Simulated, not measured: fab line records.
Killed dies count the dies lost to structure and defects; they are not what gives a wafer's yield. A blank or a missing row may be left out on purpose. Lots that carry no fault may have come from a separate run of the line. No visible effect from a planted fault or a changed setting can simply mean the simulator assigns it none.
fab line records	flow nandHarc
record: lots: 13	wafers: 38	lastDay: 33
route steps=1302 shown A_BONDPAD@1216 THIN_TSV@1262 END@1302
lots that met no fault: taken from a fault-free run of the same line
startH: start of the lot's first displayed wafer, in hours after the record's first day	waitH: how many hours have passed since the lot's step before this one	" repeats the value in the row above	L1.1+2: one row covering several wafers at once	- either no value or no given start	* or withheld: withheld	< > ~ a bound
route shown NAME@n: NAME is a module with steps in the file, n the number in the route of the first one	usual: mean/standard deviation of fault-free wafers	same: alike in all rows	chamber/n: place in a boat	sites: readings site by site	_std_site: how widely they spread, as a standard deviation	_edge_site: the outer-site mean with the inner-site mean subtracted	radiusMm: how far each site lies from the wafer's centre	mask NAME#n: copy n	behind: the tool/chamber that last shaped the wafer	hold: why the lot was held/for how many hours/how that ended	device: whichever transistor did not switch (one of n, p or np)	end of line: the tests these same wafers got at the end of their route	a step without rows: its recipe alone	killed: dies lost to structure and defects at the first sort, not the wafer's yield	map: a wafer's dies, x killed, . not, _ none there
set.NAME: the run value of the setting; set.NAME@STEP: its run value at that earlier step	model.NAME: the simulator's own value behind a step, which no gauge read
a sample of lots followed through the steps of the route, with each step as a table and each wafer as a row
services: the hour from which a tool's chamber was out of use, counted from the record's first day as startH (under 0 if before that day), plus the number of hours and why
== steps ==
step: NHARC_A_BONDPAD_OVL_MEAS_35
usual: overlayXNm: 2/5.8	overlayYNm: 1/6.9
lot.wafer	tool	chamber	startH	waitH	overlayXNm	overlayYNm
L428.2	overlay-01	-	543.36	-	6	10
L428.3	"	-	"	"	6	10
L428.5	"	-	"	"	6	10
L427.3	overlay-02	-	546.88	-	8	-7
L427.4	"	-	"	"	8	-6
L427.5	"	-	"	"	8	-6
L426.2	overlay-01	-	551.00	-	-5	5
L426.4	"	-	"	"	-6	4
L426.5	"	-	"	"	-6	4
L429.1	overlay-02	-	566.76	-	3	5
L429.2	"	-	"	"	3	5
L429.5	"	-	"	"	2	6
L430.1	overlay-01	-	568.01	-	-10	6
L430.3	"	-	"	"	-10	7
L430.4	"	-	"	"	-10	6
L432.1	overlay-01	-	587.69	-	-7	8
L432.2	"	-	"	"	-6	8
L432.3	"	-	"	"	-7	8
L431.3	overlay-01	-	589.18	-	4	-8
L431.5	"	-	"	"	4	-7
L431.6	"	-	"	"	4	-8
L435.2	overlay-02	-	628.57	-	-1	8
L435.4	"	-	"	"	-1	7
L435.6	"	-	"	"	-1	7
L439.1	overlay-01	-	683.75	-	-2	-6
L439.4	"	-	"	"	-2	-6
L439.5	"	-	"	"	-1	-6
L444.3	overlay-02	-	718.32	-	-2	8
L444.4	"	-	"	"	-2	8
L445.1	overlay-01	-	723.65	-	5	-3
L445.2	"	-	"	"	5	-3
L445.5	"	-	"	"	5	-3
L448.3	overlay-02	-	763.57	-	14	-11
L448.4	"	-	"	"	15	-11
L448.6	"	-	"	"	14	-12
L447.3	overlay-02	-	764.85	-	6	4
L447.5	"	-	"	"	6	4
L447.6	"	-	"	"	5	5
step: NHARC_A_BONDPAD_INSPECT_23
usual: rawDefectCount: 561/120
lot.wafer	tool	chamber	startH	waitH	rawDefectCount
L428.2	defectInspect-02	-	546.09	0.0	522
L428.3	"	-	"	"	597
L428.5	"	-	"	"	508
L427.3	defectInspect-02	-	549.56	0.0	661
L427.4	"	-	"	"	470
L427.5	"	-	"	"	511
L426.2	defectInspect-02	-	553.69	0.0	501
L426.4	"	-	"	"	524
L426.5	"	-	"	"	488
L429.1	defectInspect-01	-	569.48	0.0	557
L429.2	"	-	"	"	525
L429.5	"	-	"	"	732
L430.1	defectInspect-01	-	570.84	0.0	446
L430.3	"	-	"	"	464
L430.4	"	-	"	"	592
L432.1	defectInspect-02	-	590.45	0.0	786
L432.2	"	-	"	"	661
L432.3	"	-	"	"	584
L431.3	defectInspect-02	-	591.92	0.0	479
L431.5	"	-	"	"	503
L431.6	"	-	"	"	575
L435.2	defectInspect-01	-	631.29	0.0	540
L435.4	"	-	"	"	574
L435.6	"	-	"	"	490
L439.1	defectInspect-01	-	686.45	0.0	540
L439.4	"	-	"	"	518
L439.5	"	-	"	"	428
L444.3	defectInspect-01	-	721.03	0.0	876
L444.4	"	-	"	"	625
L445.1	defectInspect-02	-	726.36	0.0	600
L445.2	"	-	"	"	592
L445.5	"	-	"	"	800
L448.3	defectInspect-01	-	766.23	0.0	870
L448.4	"	-	"	"	601
L448.6	"	-	"	"	518
L447.3	defectInspect-02	-	767.55	0.0	521
L447.5	"	-	"	"	476
L447.6	"	-	"	"	533
step: NHARC_THIN_TSV_ETCH_44
recipe: targetDepthA: 15942	timeS: 797.1	cf4FlowSccm: 150	o2FlowSccm: 10	arFlowSccm: 0	rfW: 300	biasW: 800	chemistry: CF4/O2
usual: drypumpMotorCurrentA: 5.54/0.28	oesProductAu: 1.005/0.0094	rfVppV: 792/4.2	runLengthS: 818.4/0.53	showerheadPlenumPTorr: 1.80/0.067	throttleValvePct: 16.914/0.0086
lot.wafer	tool	chamber	startH	waitH	drypumpMotorCurrentA	oesProductAu	rfHoursCounterH	rfVppV	runLengthS	showerheadPlenumPTorr	throttleValvePct
L427.3	rieDiel-10	0	562.55	0.1	5.09	0.988	7	790	817.2	1.76	16.911
L427.4	"	3	"	"	5.66	0.998	7	795	818.4	1.83	16.915
L427.5	"	0	"	"	5.07	0.988	-	790	817.5	1.76	16.897
L428.3	rieDiel-10	1	563.85	0.1	5.63	1.016	7	801	818.2	1.96	16.905
L428.2	"	2	"	"	5.47	1.020	7	792	818.8	1.80	16.908
L428.5	"	1	"	"	5.61	1.010	-	802	818.5	1.96	16.911
L426.2	rieDiel-03	3	567.19	0.2	5.75	1.016	3	794	818.2	1.84	16.923
L426.4	"	1	"	"	5.51	1.012	-	792	818.7	1.80	16.905
L426.5	"	3	"	"	5.76	1.010	-	795	818.5	1.84	16.928
L429.1	rieDiel-10	0	584.40	0.1	5.07	0.993	9	790	817.5	1.76	16.913
L429.2	"	3	"	"	5.66	0.990	9	795	818.6	1.83	16.922
L429.5	"	0	"	"	5.06	0.987	-	790	817.8	1.76	16.924
L430.4	rieDiel-10	1	585.61	0.1	5.60	1.015	9	803	818.9	1.96	16.924
L430.1	"	3	"	"	5.64	0.993	9	793	818.3	1.83	16.901
L430.3	"	0	"	"	5.09	0.994	9	789	817.4	1.76	16.897
L432.3	rieDiel-05	1	603.22	0.1	5.95	1.001	1	792	818.6	1.78	16.903
L432.1	"	3	"	"	5.42	1.005	1	791	819.0	1.78	16.898
L432.2	"	0	"	"	5.49	1.020	1	792	817.7	1.79	16.908
L431.3	rieDiel-03	3	604.54	0.2	5.75	1.009	5	794	818.8	1.84	16.918
L431.6	"	1	"	"	5.50	1.010	-	793	818.4	1.80	16.920
L431.5	"	2	"	"	5.14	1.005	-	787	817.6	1.72	16.909
L435.4	rieDiel-10	0	643.93	0.1	5.05	1.010	2	790	817.6	1.76	16.918
L435.2	"	1	"	"	5.58	1.008	2	800	818.3	1.96	16.901
L435.6	"	0	"	"	5.06	1.012	-	790	817.3	1.76	16.916
L439.1	rieDiel-05	1	699.41	0.1	5.95	1.009	6	791	818.5	1.78	16.904
L439.4	"	2	"	"	5.86	1.004	6	788	818.8	1.73	16.918
L439.5	"	2	"	"	5.84	1.013	-	788	819.0	1.73	16.913
L444.3	rieDiel-10	1	734.30	0.2	5.59	1.010	6	801	818.2	1.96	16.924
L444.4	"	1	"	"	5.58	1.008	-	801	818.8	1.96	16.910
L445.2	rieDiel-05	0	746.68	0.1	5.49	0.996	10	793	817.7	1.79	16.936
L445.1	"	1	"	"	5.96	1.001	9	791	818.6	1.78	16.902
L445.5	"	0	"	"	5.50	1.001	-	792	817.7	1.79	16.904
L447.3	rieDiel-03	3	779.17	0.2	5.75	1.024	5	795	818.4	1.84	16.905
L447.6	"	0	"	"	6.01	0.988	-	791	818.8	1.79	16.918
L447.5	"	1	"	"	5.50	0.990	-	792	818.6	1.80	16.912
L448.3	rieDiel-03	1	780.38	0.1	5.49	0.988	7	792	818.7	1.80	16.923
L448.4	"	2	"	"	5.12	0.992	7	786	817.6	1.72	16.911
L448.6	"	1	"	"	5.47	1.001	-	792	818.5	1.80	16.914
step: NHARC_THIN_TSV_ETCH_36
recipe: targetDepthA: 650	overEtchFrac: 0.3	timeS: 18.571	ionEnergyEv: 150	chemistry: Cl2/BCl3
usual: drypumpMotorCurrentA: 5.5/0.5	oesProductAu: 0.998/0.0089	runLengthS: 40.0/0.38
same: overEtchFrac: 0.3
lot.wafer	tool	chamber	startH	waitH	drypumpMotorCurrentA	oesProductAu	rfHoursCounterH	runLengthS
L427.3	rieMetal-01	0	568.64	0.1	5.0	0.993	-	40.6
L427.4	"	1	"	"	5.6	0.996	-	40.1
L427.5	"	0	"	"	5.0	0.992	-	40.9
L428.2	rieMetal-03	0	570.16	0.2	6.0	0.995	0.8	40.2
L428.3	"	0	"	"	6.0	1.009	-	40.1
L428.5	"	1	"	"	5.2	0.992	-	39.9
L426.2	rieMetal-02	1	573.57	0.2	6.4	0.983	2.2	39.8
L426.4	"	1	"	"	6.4	0.995	-	40.0
L426.5	"	1	"	"	6.4	0.988	-	39.8
L429.1	rieMetal-03	1	590.51	0.2	5.3	0.981	1.0	39.3
L429.2	"	0	"	"	6.1	1.002	1.0	39.7
L429.5	"	1	"	"	5.3	0.979	-	39.6
L430.1	rieMetal-02	0	592.01	0.4	5.2	1.004	2.6	40.0
L430.3	"	0	"	"	5.2	0.997	-	39.6
L430.4	"	0	"	"	5.2	1.006	-	39.5
L432.1	rieMetal-02	0	609.65	0.4	5.2	1.012	3.2	39.6
L432.2	"	0	"	"	5.2	1.008	-	39.4
L432.3	"	0	"	"	5.2	1.017	-	40.0
L431.3	rieMetal-01	0	610.64	0.1	5.0	0.996	-	40.4
L431.5	"	1	"	"	5.6	0.998	-	40.8
L431.6	"	0	"	"	5.0	0.992	-	40.3
L435.2	rieMetal-01	1	650.25	0.2	5.6	1.002	1.1	40.4
L435.4	"	0	"	"	5.0	0.995	-	40.1
L435.6	"	1	"	"	5.5	1.003	-	40.1
L439.1	rieMetal-03	0	705.91	0.2	6.1	1.005	0.2	40.3
L439.4	"	1	"	"	5.3	0.987	-	34.3
L439.5	"	0	"	"	6.0	0.995	-	39.8
L444.3	rieMetal-03	0	740.63	0.2	6.0	1.011	-	39.8
L444.4	"	1	"	"	5.2	0.993	-	34.5
L445.2	rieMetal-02	0	752.76	0.2	5.1	1.004	1.8	39.3
L445.1	"	1	"	"	6.4	1.004	2.3	40.5
L445.5	"	0	"	"	5.1	1.002	-	39.3
L447.3	rieMetal-02	1	785.13	0.1	6.5	1.004	-	40.2
L447.6	"	1	"	"	6.4	1.011	-	40.0
L447.5	"	0	"	"	5.1	1.015	-	39.8
L448.3	rieMetal-01	1	786.54	0.2	5.6	0.996	-	40.4
L448.4	"	0	"	"	5.0	1.001	-	40.1
L448.6	"	1	"	"	5.6	1.000	-	40.3
step: NHARC_END_SORT_01
recipe: tempC: 25
usual: defectLimitedYield: 90.9/2.7	killedAtArray: 57/19	killedAtOther: 0.9/1.1	killedAtPeriphery: 4.0/2.6	killedDies: 62/19	killedOpen: 3.3/1.8	killedShort: 2.4/1.7
same: grossDies: 677
lot.wafer	tool	chamber	startH	waitH	defectLimitedYield[%]	killedAtArray	killedAtOther	killedAtPeriphery	killedDies	killedOpen	killedShort
L428.2	prober-01	0	580.91	2.8	95.0	23	3	8	34	3	4
L428.3	prober-01	0	581.70	3.1	96.8	15	2	5	22	3	2
L428.5	prober-01	0	583.29	3.7	95.1	20	1	12	33	3	4
L426.2	prober-02	0	580.93	2.8	90.0	67	0	1	68	2	2
L426.4	prober-02	0	582.53	3.4	89.7	69	1	0	70	2	6
L426.5	prober-02	0	583.34	3.7	90.7	57	0	6	63	2	3
L427.3	prober-01	0	589.45	3.1	89.8	63	0	6	69	2	3
L427.4	prober-01	0	590.25	3.4	91.9	49	1	5	55	1	4
L427.5	prober-01	0	591.05	3.7	91.6	54	0	3	57	3	1
L429.1	prober-01	0	599.12	2.4	89.7	64	0	6	70	5	1
L429.2	prober-01	0	599.92	2.8	90.4	58	2	5	65	1	7
L429.5	prober-01	0	602.30	3.7	92.5	46	0	5	51	3	4
L430.1	prober-02	0	599.16	2.5	86.9	85	0	4	89	3	2
L430.3	prober-02	0	600.75	3.1	87.0	86	0	2	88	1	4
L430.4	prober-02	0	601.55	3.4	87.0	86	0	2	88	5	2
L432.1	prober-02	0	618.23	2.6	88.9	70	2	3	75	4	2
L432.2	prober-02	0	619.04	2.8	88.0	79	0	2	81	4	0
L432.3	prober-02	0	619.84	3.1	87.9	78	3	1	82	5	1
L431.3	prober-01	0	619.78	3.1	92.5	49	1	1	51	6	2
L431.5	prober-01	0	621.41	3.8	91.4	52	1	5	58	3	1
L431.6	prober-01	0	622.22	4.1	93.4	43	2	0	45	1	1
L435.2	prober-02	0	659.64	2.8	90.5	64	0	0	64	4	1
L435.4	prober-02	0	661.23	3.4	88.9	70	2	3	75	5	4
L435.6	prober-02	0	662.82	4.0	89.8	67	0	2	69	5	2
L439.1	prober-01	0	714.46	2.5	96.5	16	3	5	24	5	0
L439.4	prober-01	0	716.86	3.4	96.5	20	2	2	24	5	2
L439.5	prober-01	0	717.66	3.7	95.9	22	5	1	28	1	1
L444.3	prober-01	0	752.07	3.1	83.8	104	2	4	110	3	5
L444.4	prober-01	0	752.86	3.4	86.6	85	0	6	91	4	2
L445.1	prober-01	0	761.21	2.5	86.1	80	3	11	94	4	2
L445.2	prober-01	0	762.01	2.8	88.6	67	1	9	77	5	1
L445.5	prober-01	0	764.40	3.7	88.6	74	1	2	77	9	3
L448.3	prober-02	0	798.21	3.1	93.2	40	1	5	46	4	2
L448.4	prober-02	0	799.03	3.4	95.1	27	3	3	33	1	4
L448.6	prober-02	0	800.66	4.1	91.1	53	1	6	60	5	3
L447.3	prober-01	0	798.21	3.1	88.3	69	0	10	79	2	3
L447.5	prober-01	0	799.82	3.7	88.8	69	0	7	76	5	1
L447.6	prober-01	0	800.62	4.0	92.2	50	0	3	53	4	1
killed by level:class
L428.2 A_CHANNEL_HOLE_D1:chamberFilmFlake=5 P_CONTACT:chamberFilmFlake=4 A_CHANNEL_HOLE_D2:chamberFilmFlake=4 A_WL_FILL:geometricParticle:short=3 A_SLIT:chamberFilmFlake=3 THIN_TSV:chamberFilmFlake=3 A_CONTACT:chamberFilmFlake=2 A_BONDPAD:chamberFilmFlake=2
L426.2 A_SLIT:chamberFilmFlake=28 A_CHANNEL_HOLE_D2:chamberFilmFlake=23 A_CONTACT:chamberFilmFlake=6 A_CHANNEL_HOLE_D1:chamberFilmFlake=4 A_WL_FILL:geometricParticle:short=2 A_STAIRCASE:chamberFilmFlake=2 P_CONTACT:geometricParticle:open=1 A_ONON_D1:geometricParticle:open=1
L428.3 P_CONTACT:chamberFilmFlake=3 A_CHANNEL_HOLE_D1:chamberFilmFlake=3 A_CHANNEL_HOLE_D2:chamberFilmFlake=3 A_STAIRCASE:chamberFilmFlake=2 THIN_TSV:chamberFilmFlake=2 P_CONTACT:geometricParticle:open=1 A_ONON_D1:geometricParticle:open=1 A_ONON_D2:geometricParticle:short=1
L426.4 A_SLIT:chamberFilmFlake=29 A_CHANNEL_HOLE_D2:chamberFilmFlake=20 A_STAIRCASE:chamberFilmFlake=4 A_CONTACT:chamberFilmFlake=4 A_WL_FILL:geometricParticle:short=2 A_CHANNEL_HOLE_D1:chamberFilmFlake=2 A_CHANNEL_FILL_D1:chamberFilmFlake=2 A_ONON_D1:geometricParticle:short=1
L428.5 A_CHANNEL_HOLE_D2:chamberFilmFlake=7 P_CONTACT:chamberFilmFlake=6 A_CONTACT:chamberFilmFlake=6 P_ZERO_WELL:chamberFilmFlake=2 A_BONDPAD:chamberFilmFlake=2 P_GATE:geometricParticle:short=1 P_GATE:geometricParticle:open=1 P_CONTACT:geometricParticle:short=1
L426.5 A_CHANNEL_HOLE_D2:chamberFilmFlake=31 A_SLIT:chamberFilmFlake=18 A_CONTACT:chamberFilmFlake=3 P_GATE:chamberFilmFlake=2 P_GATE:geometricParticle:open=1 P_CONTACT:geometricParticle:short=1 A_SOURCE_PLATE:geometricParticle:short=1 A_ONON_D1:geometricParticle:open=1
L427.3 A_CHANNEL_HOLE_D2:chamberFilmFlake=29 A_SLIT:chamberFilmFlake=23 A_STAIRCASE:chamberFilmFlake=6 P_BONDPAD:chamberFilmFlake=2 A_CONTACT:chamberFilmFlake=2 P_GATE:geometricParticle:open=1 P_CONTACT:geometricParticle:short=1 P_CONTACT:geometricParticle:open=1
L427.4 A_CHANNEL_HOLE_D2:chamberFilmFlake=26 A_SLIT:chamberFilmFlake=16 P_STI:chamberFilmFlake=4 A_CHANNEL_HOLE_D1:geometricParticle:short=1 A_CHANNEL_HOLE_D2:geometricParticle:short=1 A_WL_FILL:geometricParticle:short=1 A_M0:geometricParticle:open=1 P_GATE:chamberFilmFlake=1
L427.5 A_CHANNEL_HOLE_D2:chamberFilmFlake=27 A_SLIT:chamberFilmFlake=14 P_BONDPAD:chamberFilmFlake=2 A_CHANNEL_FILL_D1:chamberFilmFlake=2 A_STAIRCASE:chamberFilmFlake=2 A_WL_FILL:chamberFilmFlake=2 A_CONTACT:chamberFilmFlake=2 P_M0:geometricParticle:open=1
L429.1 A_CHANNEL_HOLE_D1:chamberFilmFlake=31 A_CHANNEL_HOLE_D2:chamberFilmFlake=18 A_CHANNEL_FILL_D1:chamberFilmFlake=7 P_STI:chamberFilmFlake=3 A_CONTACT:chamberFilmFlake=2 P_M0:geometricParticle:open=1 P_M1:geometricParticle:open=1 A_ONON_D1:geometricParticle:open=1
L430.1 A_CHANNEL_HOLE_D2:chamberFilmFlake=26 A_CHANNEL_HOLE_D1:chamberFilmFlake=24 A_SLIT:chamberFilmFlake=24 A_CONTACT:chamberFilmFlake=6 P_STI:chamberFilmFlake=3 P_STI:geometricParticle:short=1 A_ONON_D1:geometricParticle:short=1 A_CHANNEL_FILL_D1:geometricParticle:open=1
L429.2 A_CHANNEL_HOLE_D1:chamberFilmFlake=31 A_CHANNEL_HOLE_D2:chamberFilmFlake=9 A_CONTACT:chamberFilmFlake=7 A_ONON_D2:geometricParticle:short=3 A_CHANNEL_FILL_D1:chamberFilmFlake=3 A_BLC:geometricParticle:short=2 P_CONTACT:chamberFilmFlake=2 THIN_TSV:chamberFilmFlake=2
L430.3 A_CHANNEL_HOLE_D1:chamberFilmFlake=28 A_CHANNEL_HOLE_D2:chamberFilmFlake=22 A_SLIT:chamberFilmFlake=21 A_CONTACT:chamberFilmFlake=9 A_CHANNEL_FILL_D1:geometricParticle:short=2 A_ONON_D2:geometricParticle:short=2 P_GATE:geometricParticle:open=1 P_M0:chamberFilmFlake=1
L430.4 A_CHANNEL_HOLE_D2:chamberFilmFlake=29 A_CHANNEL_HOLE_D1:chamberFilmFlake=23 A_SLIT:chamberFilmFlake=15 A_CONTACT:chamberFilmFlake=10 A_BLC:geometricParticle:open=2 P_STI:chamberFilmFlake=2 A_STAIRCASE:chamberFilmFlake=2 A_SOURCE_PLATE:geometricParticle:short=1
L429.5 A_CHANNEL_HOLE_D1:chamberFilmFlake=20 A_CHANNEL_HOLE_D2:chamberFilmFlake=10 A_CONTACT:chamberFilmFlake=4 A_CHANNEL_FILL_D1:chamberFilmFlake=3 P_STI:chamberFilmFlake=2 P_M0:geometricParticle:short=1 A_SOURCE_PLATE:geometricParticle:open=1 A_ONON_D2:geometricParticle:open=1
L432.1 A_CHANNEL_HOLE_D2:chamberFilmFlake=34 A_SLIT:chamberFilmFlake=18 A_CONTACT:chamberFilmFlake=6 A_CHANNEL_HOLE_D1:chamberFilmFlake=5 P_M0:geometricParticle:open=2 THIN_TSV:chamberFilmFlake=2 A_SGD_CUT:geometricParticle:open=1 A_WL_FILL:geometricParticle:short=1
L432.2 A_SLIT:chamberFilmFlake=41 A_CHANNEL_HOLE_D2:chamberFilmFlake=30 A_BLC:geometricParticle:open=2 P_M0:geometricParticle:open=1 P_M1:geometricParticle:open=1 A_CHANNEL_HOLE_D1:chamberFilmFlake=1 A_CHANNEL_FILL_D2:chamberFilmFlake=1 A_BONDPAD:chamberFilmFlake=1
L431.3 A_CHANNEL_HOLE_D1:chamberFilmFlake=29 A_CHANNEL_HOLE_D2:chamberFilmFlake=7 A_CONTACT:chamberFilmFlake=2 A_BONDPAD:chamberFilmFlake=2 P_GATE:geometricParticle:open=1 A_SOURCE_PLATE:geometricParticle:open=1 A_CHANNEL_HOLE_D1:geometricParticle:open=1 A_CHANNEL_FILL_D1:geometricParticle:open=1
L432.3 A_SLIT:chamberFilmFlake=30 A_CHANNEL_HOLE_D2:chamberFilmFlake=25 A_CONTACT:chamberFilmFlake=5 A_STAIRCASE:chamberFilmFlake=3 A_WL_FILL:chamberFilmFlake=3 THIN_TSV:chamberFilmFlake=3 A_BLC:geometricParticle:open=2 A_ZERO_WELL:chamberFilmFlake=2
L431.5 A_CHANNEL_HOLE_D1:chamberFilmFlake=34 A_CHANNEL_HOLE_D2:chamberFilmFlake=8 A_BONDPAD:chamberFilmFlake=4 P_M0:geometricParticle:open=2 A_CONTACT:chamberFilmFlake=2 P_STI:geometricParticle:short=1 A_ONON_D1:geometricParticle:open=1 P_GATE:chamberFilmFlake=1
L431.6 A_CHANNEL_HOLE_D1:chamberFilmFlake=27 A_CHANNEL_HOLE_D2:chamberFilmFlake=6 A_STAIRCASE:chamberFilmFlake=3 A_BONDPAD:chamberFilmFlake=3 THIN_TSV:chamberFilmFlake=2 A_WL_FILL:geometricParticle:short=1 A_BLC:geometricParticle:open=1 A_CHANNEL_FILL_D1:chamberFilmFlake=1
L435.2 A_CHANNEL_HOLE_D1:chamberFilmFlake=34 A_SLIT:chamberFilmFlake=14 A_STAIRCASE:chamberFilmFlake=4 A_M0:geometricParticle:open=3 A_CHANNEL_HOLE_D2:unspecified=3 A_CHANNEL_HOLE_D2:chamberFilmFlake=2 A_ONON_D1:geometricParticle:open=1 A_CHANNEL_FILL_D1:geometricParticle:short=1
L435.4 A_CHANNEL_HOLE_D1:chamberFilmFlake=27 A_SLIT:chamberFilmFlake=24 A_CONTACT:chamberFilmFlake=3 A_ZERO_WELL:chamberFilmFlake=2 A_DECK1_JOINT:chamberFilmFlake=2 A_CHANNEL_HOLE_D2:chamberFilmFlake=2 A_STAIRCASE:chamberFilmFlake=2 P_CONTACT:geometricParticle:open=1
L435.6 A_SLIT:chamberFilmFlake=28 A_CHANNEL_HOLE_D1:chamberFilmFlake=23 A_STAIRCASE:chamberFilmFlake=3 A_CONTACT:chamberFilmFlake=2 A_DECK1_JOINT:chamberFilmFlake=2 A_CHANNEL_HOLE_D2:chamberFilmFlake=2 P_STI:geometricParticle:open=1 P_CONTACT:geometricParticle:short=1
L439.1 A_CHANNEL_HOLE_D1:chamberFilmFlake=5 A_CONTACT:chamberFilmFlake=3 P_ZERO_WELL:chamberFilmFlake=2 A_SLIT:chamberFilmFlake=2 THIN_TSV:chamberFilmFlake=2 P_M0:geometricParticle:open=1 A_DECK1_JOINT:geometricParticle:open=1 A_WL_FILL:geometricParticle:open=1
L439.4 A_CHANNEL_HOLE_D1:chamberFilmFlake=9 A_CHANNEL_FILL_D2:geometricParticle:open=2 A_SLIT:chamberFilmFlake=2 A_M1:chamberFilmFlake=2 THIN_TSV:chamberFilmFlake=2 P_CONTACT:geometricParticle:open=1 A_ONON_D1:geometricParticle:short=1 A_CHANNEL_HOLE_D1:geometricParticle:open=1
L439.5 A_CHANNEL_HOLE_D1:chamberFilmFlake=8 THIN_TSV:chamberFilmFlake=5 A_SLIT:chamberFilmFlake=4 A_CONTACT:chamberFilmFlake=4 A_WL_FILL:chamberFilmFlake=2 A_CHANNEL_HOLE_D1:geometricParticle:open=1 A_ONON_D2:geometricParticle:short=1 P_GATE:chamberFilmFlake=1
L444.3 A_CHANNEL_HOLE_D1:chamberFilmFlake=32 A_SLIT:chamberFilmFlake=26 A_CHANNEL_HOLE_D2:chamberFilmFlake=18 A_CONTACT:chamberFilmFlake=4 A_WL_FILL:chamberFilmFlake=4 A_DECK1_JOINT:chamberFilmFlake=4 A_SGD_CUT:chamberFilmFlake=4 P_ZERO_WELL:chamberFilmFlake=2
L444.4 A_CHANNEL_HOLE_D2:chamberFilmFlake=30 A_CHANNEL_HOLE_D1:chamberFilmFlake=26 A_SLIT:chamberFilmFlake=16 A_CONTACT:chamberFilmFlake=5 P_BONDPAD:chamberFilmFlake=3 A_WL_FILL:chamberFilmFlake=3 P_M0:geometricParticle:open=1 P_M1:geometricParticle:open=1
L445.1 A_CHANNEL_HOLE_D2:chamberFilmFlake=30 A_SLIT:chamberFilmFlake=18 A_CHANNEL_HOLE_D1:chamberFilmFlake=13 P_CONTACT:chamberFilmFlake=7 A_CONTACT:chamberFilmFlake=7 A_CHANNEL_FILL_D1:chamberFilmFlake=3 A_WL_FILL:chamberFilmFlake=3 THIN_TSV:chamberFilmFlake=3
L445.2 A_SLIT:chamberFilmFlake=30 A_CHANNEL_HOLE_D2:chamberFilmFlake=11 A_CHANNEL_HOLE_D1:chamberFilmFlake=6 P_CONTACT:chamberFilmFlake=5 A_STAIRCASE:chamberFilmFlake=5 A_CONTACT:chamberFilmFlake=5 A_WL_FILL:chamberFilmFlake=3 P_BONDPAD:chamberFilmFlake=2
L445.5 A_CHANNEL_HOLE_D2:chamberFilmFlake=28 A_SLIT:chamberFilmFlake=16 A_STAIRCASE:chamberFilmFlake=6 A_CHANNEL_HOLE_D1:chamberFilmFlake=4 A_WL_FILL:chamberFilmFlake=4 A_CONTACT:chamberFilmFlake=4 A_CHANNEL_FILL_D1:geometricParticle:open=2 A_M0:geometricParticle:open=2
L448.3 A_SLIT:chamberFilmFlake=31 A_CONTACT:chamberFilmFlake=3 A_WL_FILL:chamberFilmFlake=2 A_BONDPAD:chamberFilmFlake=2 P_GATE:geometricParticle:open=1 P_CONTACT:geometricParticle:short=1 P_M1:geometricParticle:open=1 P_M2:geometricParticle:open=1
L447.3 A_CHANNEL_HOLE_D2:chamberFilmFlake=30 A_CHANNEL_HOLE_D1:chamberFilmFlake=13 A_SLIT:chamberFilmFlake=10 A_CONTACT:chamberFilmFlake=9 P_M0:chamberFilmFlake=3 P_GATE:chamberFilmFlake=2 P_CONTACT:chamberFilmFlake=2 A_STAIRCASE:chamberFilmFlake=2
L448.4 A_SLIT:chamberFilmFlake=16 THIN_TSV:chamberFilmFlake=3 A_DECK1_JOINT:chamberFilmFlake=2 A_CONTACT:chamberFilmFlake=2 P_CONTACT:geometricParticle:short=1 A_ONON_D1:geometricParticle:short=1 A_CHANNEL_FILL_D1:geometricParticle:short=1 A_CHANNEL_FILL_D2:geometricParticle:short=1
L447.5 A_CHANNEL_HOLE_D2:chamberFilmFlake=29 A_CONTACT:chamberFilmFlake=15 A_CHANNEL_HOLE_D1:chamberFilmFlake=12 A_SLIT:chamberFilmFlake=8 P_M0:geometricParticle:open=2 P_M0:chamberFilmFlake=2 P_M0:geometricParticle:short=1 A_ONON_D1:geometricParticle:open=1
L447.6 A_CHANNEL_HOLE_D2:chamberFilmFlake=16 A_CHANNEL_HOLE_D1:chamberFilmFlake=13 A_CONTACT:chamberFilmFlake=8 A_SLIT:chamberFilmFlake=6 A_BONDPAD:chamberFilmFlake=2 P_M1:geometricParticle:open=1 A_ONON_D1:geometricParticle:open=1 A_CHANNEL_FILL_D1:geometricParticle:open=1
L448.6 A_SLIT:chamberFilmFlake=35 A_CONTACT:chamberFilmFlake=10 P_M0:geometricParticle:open=2 P_GATE:chamberFilmFlake=2 A_BONDPAD:chamberFilmFlake=2 P_GATE:geometricParticle:open=1 P_CONTACT:geometricParticle:open=1 A_ONON_D1:geometricParticle:open=1
== services ==
tool	chamber	startH	hours	kind
rieDiel-10	0	543.35	1.4	repair
rieDiel-03	0	560.98	16.7	repair
rieDiel-03	1	571.06	3.0	repair
rieMetal-01	-	575.00	9.0	pm
rieDiel-10	-	596.56	9.0	pm
rieDiel-03	-	602.48	0.8	repair
rieDiel-10	3	621.14	7.9	repair
rieMetal-01	1	621.90	15.7	repair
rieDiel-10	2	622.55	3.5	repair
rieMetal-02	-	631.00	9.0	pm
rieDiel-03	-	636.27	9.0	pm
rieDiel-03	3	662.45	7.0	repair
rieMetal-03	-	696.00	9.0	pm
rieDiel-03	3	707.13	8.7	repair
rieDiel-03	3	725.68	4.3	repair
rieDiel-10	3	727.15	7.1	repair
rieDiel-10	2	737.16	29.5	repair
rieDiel-10	0	738.94	4.7	repair
rieDiel-03	3	740.90	2.8	repair
rieDiel-03	2	745.87	3.1	repair
rieMetal-01	-	752.00	9.0	pm
rieDiel-03	0	762.74	6.5	repair
rieMetal-01	-	768.21	0.5	repair
rieDiel-10	-	773.56	9.0	pm
== key ==
firstSign: step: NHARC_THIN_TSV_ETCH_36	reading: runLengthS	direction: down	sigmas: 15	usual: *	struck: *
effect none on later readings
metAt NHARC_THIN_TSV_ETCH_36
struckLots L439,L444
struckWafers L439.4,L444.4
notActingAt NHARC_A_BONDPAD_OVL_MEAS_35,NHARC_A_BONDPAD_INSPECT_23,NHARC_THIN_TSV_ETCH_44
onsetBetween 590.51 705.91
fault: kind: processParameterDrift	tool: rieMetal-03	chamber: -	onsetH: 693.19	steps: NHARC_THIN_TSV_ETCH_36	channel: timeS	offset: *	shape: step	endH: 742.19	scope: struckWafersOnly	actsIn: *	stated: *
